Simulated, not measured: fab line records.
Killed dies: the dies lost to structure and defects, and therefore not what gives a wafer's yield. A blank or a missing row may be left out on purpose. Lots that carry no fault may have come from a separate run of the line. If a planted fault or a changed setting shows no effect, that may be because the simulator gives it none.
Which of the tools did it? ; flow n5_finfet ; 9 lots with 25 wafers sampled at 6 steps, on a route of 1938 steps

== WHAT THE GAUGES SHOWED, per wafer ==
N5_BEOL_M3_OVL_MEAS_29.
lot;measured;on;V2_OVL (nm)
L471;day 7 21:49;overlay-02;-0.6 0.5 0.0
L469;day 8 01:47;overlay-01;-0.4 -0.4 -0.1
L474;day 8 07:28;overlay-01;0.6 1.0 0.7
L476;day 9 00:14;overlay-02;-0.2 -1.2
L480;day 10 10:58;overlay-02;1.2 1.0 -0.4
L481;day 10 14:13;overlay-02;1.1 -0.1
L486;day 11 17:49;overlay-01;0.5 0.6 0.2
L490;day 12 15:25;overlay-02;-0.2 -0.3 0.0
L491;day 12 23:23;overlay-02;0.3 -0.4 0.9

N5_BEOL_M3_INSPECT_30: inspects for defects (brightfield).
lot;measured;on;raw_defect_count
L471;day 7 21:52;defect_inspect-02;271 390 267
L469;day 8 01:50;defect_inspect-02;360 297 371
L474;day 8 07:31;defect_inspect-02;377 249 282
L476;day 9 00:17;defect_inspect-01;600 508
L480;day 10 11:01;defect_inspect-02;276 272 311
L481;day 10 14:16;defect_inspect-02;472 625
L486;day 11 17:52;defect_inspect-01;495 364 400
L490;day 12 15:28;defect_inspect-01;507 541 426
L491;day 12 23:26;defect_inspect-02;376 369 418

N5_BEOL_M3_OCD_MEAS_38.
lot;measured;on;trench_depth_nm (nm)
L471;day 7 23:58;ocd-01;55.9 56.4 56.0
L469;day 8 12:44;ocd-01;54.4 56.0 55.5
L474;day 8 15:16;ocd-01;55.4 57.0 55.5
L476;day 9 04:32;ocd-02;56.7 44.6
L480;day 10 11:50;ocd-02;55.6 54.9 44.6
L481;day 10 15:11;ocd-02;56.5 44.4
L486;day 11 21:52;ocd-02;55.3 55.9 54.2
L490;day 12 18:14;ocd-02;53.5 55.1 53.4
L491;day 13 08:00;ocd-01;55.6 56.5 55.9

N5_BEOL_M4_RC_MEAS_101.
lot;measured;on;DIBL_N (mV/V);DIBL_P (mV/V);IOFF_N (nA/um);IOFF_P (nA/um);ION_N (uA/um);ION_P (uA/um);SS_N (mV/dec);SS_P (mV/dec);VT_N (mV);VT_P (mV)
L471;day 8 14:13;prober-02;32.8 35.9 34.4;32.8 35.1 32.9;0.12 0.16 0.14;0.17 0.20 0.17;660 663 652;454 454 446;70.6 71.8 71.6;72.8 72.8 72.2;255 250 252;-252 -252 -251
L469;day 9 00:19;prober-02;37.7 36.5 36.5;37.5 35.6 36.0;0.18 0.16 0.16;0.22 0.19 0.19;674 666 676;463 456 453;71.6 71.3 71.7;73.8 73.2 73.5;250 250 250;-249 -252 -252
L474;day 9 04:58;prober-01;38.8 36.9 37.5;41.7 38.2 38.4;0.23 0.18 0.19;0.27 0.21 0.21;694 676 683;468 452 456;72.2 71.8 71.6;74.3 73.9 74.3;245 250 248;-251 -252 -254
L476;day 9 20:14;prober-01;37.3 37.0;36.5 36.0;0.18 0.16;0.22 0.20;679 680;461 460;71.7 71.1;73.2 72.8;246 250;-251 -249
L480;day 11 00:52;prober-01;37.7 34.9 36.2;38.5 36.7 37.5;0.19 0.14 0.16;0.26 0.21 0.23;688 677 677;475 466 461;72.3 70.8 72.2;73.5 73.7 72.3;248 253 248;-245 -249 -246
L481;day 11 09:40;prober-02;34.9 36.9;35.1 37.2;0.13 0.17;0.16 0.19;673 686;455 459;70.6 71.6;73.0 74.1;251 250;-256 -251
L486;day 12 15:16;prober-02;36.3 34.8 37.2;35.0 33.8 35.8;0.17 0.13 0.18;0.26 0.23 0.26;681 668 681;470 469 471;71.5 71.8 71.3;72.7 72.6 73.8;247 254 247;-245 -245 -245
L490;day 13 07:12;prober-02;37.5 38.9 35.0;38.7 40.3 35.1;0.20 0.23 0.14;0.28 0.30 0.22;681 696 660;473 471 468;72.4 72.0 71.2;74.4 74.2 73.2;244 245 251;-247 -243 -249
L491;day 14 00:20;prober-01;39.1 37.7 39.5;38.5 37.1 39.5;0.18 0.16 0.19;0.23 0.22 0.26;663 659 681;460 458 467;71.9 72.1 72.8;74.1 73.7 73.8;251 252 251;-249 -248 -247

== WHAT TOOL EACH LOT RAN ON (gives the tool, then ch and the chambers of the sampled wafers, and finally the start) ==
lot;N5_BEOL_M3_ETCHBACK_99;N5_BEOL_M3_TRENCH_ETCH_37
L471;rie_diel-01 ch 2,3, day 7 23:34;rie_diel-01 ch 2,3, day 7 23:47
L469;rie_diel-01 ch 0,2,3, day 8 12:20;rie_diel-01 ch 0,2,3, day 8 12:35
L474;rie_diel-01 ch 1,3, day 8 14:52;rie_diel-01 ch 1,3, day 8 15:07
L476;rie_diel-01 ch 1,3, day 9 04:09;rie_diel-01 ch 1,3, day 9 04:23
L480;rie_diel-01 ch 1,2,3, day 10 11:26;rie_diel-01 ch 1,2,3, day 10 11:41
L481;rie_diel-01 ch 2,3, day 10 14:48;rie_diel-01 ch 2,3, day 10 15:02
L486;rie_diel-06 ch 1,2,3, day 11 21:28;rie_diel-06 ch 1,2,3, day 11 21:42
L490;rie_diel-01 ch 0,2, day 12 17:40;rie_diel-01 ch 0,2, day 12 18:02
L491;rie_diel-03 ch 0,3, day 13 07:37;rie_diel-03 ch 0,3, day 13 07:50
- N5_BEOL_M3_ETCHBACK_99: etches SiO2 in CHF3, target depth 5 nm, time 10.4 s.
- N5_BEOL_M3_TRENCH_ETCH_37: etches SiOC in C4F6/O2, target depth 55.555 nm, time 29.2 s.

== WHAT THE TOOLS THEMSELVES READ (means of the sampled wafers that have a number; where no wafer has one, the mark that the record gives instead) ==
N5_BEOL_M3_ETCHBACK_99.
lot;tool;bias_w (W);drypump_motor_current_A (A);oes_product_au (a.u.);rf_vpp_V (V);showerhead_plenum_p_Torr (Torr);throttle_valve_pct (%)
L471;rie_diel-01;47.09;6.2;0.84;245;2.07;16.88
L469;rie_diel-01;46.85;5.8;0.77;240;2.11;16.97
L474;rie_diel-01;46.99;5.9;0.79;243;2.13;16.93
L476;rie_diel-01;46.95;6.0;0.80;244;2.12;16.91
L480;rie_diel-01;46.96;6.0;0.76;243;2.09;16.99
L481;rie_diel-01;47.05;6.2;0.79;242;2.06;16.96
L486;rie_diel-06;47.13;5.5;0.78;241;2.19;17.05
L490;rie_diel-01;46.93;5.5;0.69;236;2.14;17.13
L491;rie_diel-03;47.00;5.5;0.84;241;2.26;16.92

N5_BEOL_M3_TRENCH_ETCH_37.
lot;tool;C4F6_flow_sccm (sccm);bias_w (W);drypump_motor_current_A (A);oes_product_au (a.u.);rf_vpp_V (V);showerhead_plenum_p_Torr (Torr);throttle_valve_pct (%)
L471;rie_diel-01;9.983;185.0;6.2;0.83;675;2.75;20.65
L469;rie_diel-01;10.015;184.9;5.8;0.77;662;2.80;20.73
L474;rie_diel-01;9.988;185.0;5.9;0.78;673;2.82;20.70
L476;rie_diel-01;10.006;185.4;6.0;0.76;678;2.81;20.67
L480;rie_diel-01;10.024;185.1;6.0;0.72;669;2.76;20.73
L481;rie_diel-01;10.020;184.2;6.2;0.73;669;2.72;20.70
L486;rie_diel-06;9.987;185.4;5.5;0.78;665;2.90;20.83
L490;rie_diel-01;10.023;184.6;5.5;0.69;649;2.83;20.84
L491;rie_diel-03;9.978;184.9;5.4;0.84;666;2.98;20.74

== THE ANSWER, worked out from the rows above alone ==
Rule: what is usual is taken from the lots themselves. Put in order of their means at a reading, lots are off if they are a third of the lots or fewer, leave a main group of 4 or more, and stand apart from it by a gap of 3 or more times the standard deviation of the main group's means; of several such gaps the widest counts. A main group is skipped when, at the precision printed for the reading in the tables above, its means are all equal. A lot without any number at a reading at which 4 lots or more have one is off too. All remaining lots with rows at the step are treated as sound. The gauges are gone through in route order, then the tools' own readings, and for those a lot's mean is taken as printed above. At the first step where some lot is off, the reading lying furthest off is the one used; lots without a number count as furthest.
Off: L476, L480, L481, at N5_BEOL_M3_OCD_MEAS_38 (trench_depth_nm). The main group has a mean of 55.4 nm with a standard deviation of 0.73.
A tool fits if, at a process step before that reading, it ran every lot that is off, and no sound lot after the first of them. Those tools and the gauges at N5_BEOL_M3_OCD_MEAS_38 are tried in the same way. Not one of the candidates tried fits.

== WHAT THE SIMULATOR HAD PUT IN ==
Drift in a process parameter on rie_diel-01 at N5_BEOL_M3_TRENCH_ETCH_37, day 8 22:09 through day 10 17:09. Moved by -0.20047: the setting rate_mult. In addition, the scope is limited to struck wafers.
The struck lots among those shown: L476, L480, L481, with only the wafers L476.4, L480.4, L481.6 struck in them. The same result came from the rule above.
